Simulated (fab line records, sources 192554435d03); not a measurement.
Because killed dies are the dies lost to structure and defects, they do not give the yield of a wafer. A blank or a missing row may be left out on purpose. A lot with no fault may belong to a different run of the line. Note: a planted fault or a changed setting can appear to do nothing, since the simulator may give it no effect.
The tool behind it: which one?    flow n5-finfet    11 lots with 29 wafers sampled at 2 steps, on a route of 1938 steps

== WHAT THE GAUGES SHOWED, per wafer ==
N5_PASSIVATION_CD_MEAS_10 targets a cd of 3000 nm. Usual: 3000.0 nm for cd-nm, sd 2.4.
lot   measured      on         cd-nm (nm)            flag
L822  day 11 01:16  cd-sem-01  2996.6 3002.0 3000.6  
L823  day 11 23:53  cd-sem-01  2997.8 2996.9 2996.0  
L828  day 13 16:34  cd-sem-02  3002.9 3000.1 3000.3  
L827  day 13 13:11  cd-sem-01  3001.4 3001.1 2999.9  
L831  day 14 04:31  cd-sem-03  3000.1 2998.2         
L833  day 14 19:32  cd-sem-01  3002.6 3002.4         
L835  day 15 10:33  cd-sem-02  2999.7 2999.9 2999.0  
L840  day 16 10:11  cd-sem-02  2998.6 2998.5         
L841  day 16 14:24  cd-sem-02  2997.7 3003.0 2997.9  
L843  day 17 07:17  cd-sem-03  3002.0 3002.6         
L844  day 17 22:48  cd-sem-03  3001.7 2996.5 3000.1  

== WHAT TOOL EACH LOT RAN ON (gives the tool, then ch and the chambers of the sampled wafers, and finally the start) ==
lot   N5_BEOL_M12_TRENCH_ETCH_34
L822  rie-diel-02 ch 1,2,3, day 9 23:52
L823  rie-diel-02 ch 1,2,3, day 10 18:25
L828  rie-diel-01 ch 1,3, day 11 21:19
L827  rie-diel-01 ch 1,2,3, day 11 21:48
L831  rie-diel-06 ch 1,2, day 12 16:50
L833  rie-diel-06 ch 0,1, day 13 01:44
L835  rie-diel-06 ch 1,2,3, day 14 00:03
L840  rie-diel-02 ch 0,2, day 15 05:51
L841  rie-diel-06 ch 0,3, day 15 08:37
L843  rie-diel-02 ch 2, day 16 04:44
L844  rie-diel-06 ch 0,2, day 16 15:13
- N5_BEOL_M12_TRENCH_ETCH_34: etches SiOC in C4F8/O2/Ar, target depth 318.95 nm, time 125.5 s.

== AS READ BY THE TOOLS THEMSELVES (means over the sampled wafers that have a number; for cases with no such wafer, the mark the record gives instead) ==
N5_BEOL_M12_TRENCH_ETCH_34. Usual: O2_flow_sccm 8.000 sccm, standard deviation 0.024; bias-w 699.9 W, standard deviation 2.2; drypump-motor-current-A 5.7 A, standard deviation 0.52; oes-product-au 0.81 a.u., standard deviation 0.063; rf-vpp-V 666 V, standard deviation 3.4; showerhead-plenum-p-Torr 3.42 Torr, standard deviation 0.13; throttle-valve-pct 24.14 %, standard deviation 0.14.
lot   tool         O2_flow_sccm (sccm)  bias-w (W)  drypump-motor-current-A (A)  oes-product-au (a.u.)  rf-vpp-V (V)  showerhead-plenum-p-Torr (Torr)  throttle-valve-pct (%)  flag
L822  rie-diel-02  8.011                698.7       5.4                          0.81                   666           3.43                             24.03                   
L823  rie-diel-02  7.976                698.0       5.3                          0.80                   667           3.43                             24.04                   
L828  rie-diel-01  8.004                703.8       5.5                          0.71                   663           3.34                             24.26                   
L827  rie-diel-01  7.991                699.6       5.8                          0.78                   664           3.33                             24.16                   
L831  rie-diel-06  7.986                700.8       6.0                          0.80                   667           3.44                             24.30                   
L833  rie-diel-06  7.978                698.3       5.9                          0.80                   666           3.43                             24.20                   
L835  rie-diel-06  8.004                703.3       5.7                          0.79                   668           3.47                             24.25                   
L840  rie-diel-02  7.989                699.0       5.8                          0.77                   668           3.50                             24.04                   
L841  rie-diel-06  8.005                699.9       5.2                          0.81                   670           3.57                             24.18                   
L843  rie-diel-02  8.019                697.3       5.7                          0.77                   670           3.56                             24.06                   
L844  rie-diel-06  7.964                699.4       5.4                          0.81                   670           3.58                             24.34                   

== THE ANSWER, worked out from the rows above alone ==
Rule: take the mean of a lot's wafers that have a number; if it is more than 3 standard deviations from the usual mean, the lot is off. A lot without any number at a reading at which 4 lots or more have one is off too. All remaining lots with rows at the step are treated as sound. First the gauges in route order, then the tools' own readings, where a lot's mean is used as printed above. The first step at which some lot is off is used, and at that step the reading that is off furthest; a lot without a number counts as furthest.
No lot is off on any of the readings shown, so nothing can be concluded from this.

== WHAT HAD BEEN PUT IN BY THE SIMULATOR ==
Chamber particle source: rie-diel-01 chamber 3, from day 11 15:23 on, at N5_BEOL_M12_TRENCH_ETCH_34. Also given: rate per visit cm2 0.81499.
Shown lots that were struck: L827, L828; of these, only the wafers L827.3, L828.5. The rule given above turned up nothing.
